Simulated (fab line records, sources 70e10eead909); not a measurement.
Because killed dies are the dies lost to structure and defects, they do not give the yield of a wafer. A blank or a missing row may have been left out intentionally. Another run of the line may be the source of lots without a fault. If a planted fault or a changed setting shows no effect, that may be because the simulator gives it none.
Matching of chambers ; flow nand-harc ; NHARC_A_BONDPAD_CMP_29 on cmp-04: 4 sister chambers
The step polishes SiCN, target thk 200 nm. 8 wafers are shown with their chamber, then 9 later ones without.

== WAFERS WITH THEIR CHAMBER ==
wafer;chamber;motor-current-A (A)
L079.1;2;11.1
L082.1;2;10.8
L083.5;0;13.0
L088.4;0;13.5
L088.6;1;12.4
L092.2;1;12.7
L092.3;3;11.2
L092.5;3;11.5

== WAFERS WITH NO CHAMBER GIVEN ==
wafer;motor-current-A (A)
L094.2;13.2
L094.3;13.2
L094.5;12.3
L095.1;13.3
L095.3;11.9
L095.6;10.5
L096.2;12.1
L096.5;11.6
L096.6;13.9

== WHICH CHAMBER EACH WENT THROUGH ==
wafer;from the rows above;in truth
L094.2;0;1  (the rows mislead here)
L094.3;0;0
L094.5;1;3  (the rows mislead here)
L095.1;0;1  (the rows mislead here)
L095.3;can't be placed: 3 or 1 or 2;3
L095.6;can't be placed: 2 or 3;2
L096.2;can't be placed: 1 or 3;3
L096.5;can't be placed: 3 or 2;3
L096.6;0;0
2 of 9 placed correctly. From these rows, 4 cannot be placed; in 4 the true chamber is one of the candidates. Placed wrongly: 3.
How it was worked out, from the rows above alone: a wafer's distance from a chamber is the root of the sum, over the readings, of the square of ((its reading less the chamber's mean) divided by the reading's scatter). The wafer belongs to the nearest chamber; if the next one is less than 2 further off, it can't be placed. Each chamber's mean is taken over the wafers shown for it. How the scatter is found: for the shown wafers, subtract from each reading the mean of its chamber, square and add these, divide the total by (wafers less chambers), then take the root.
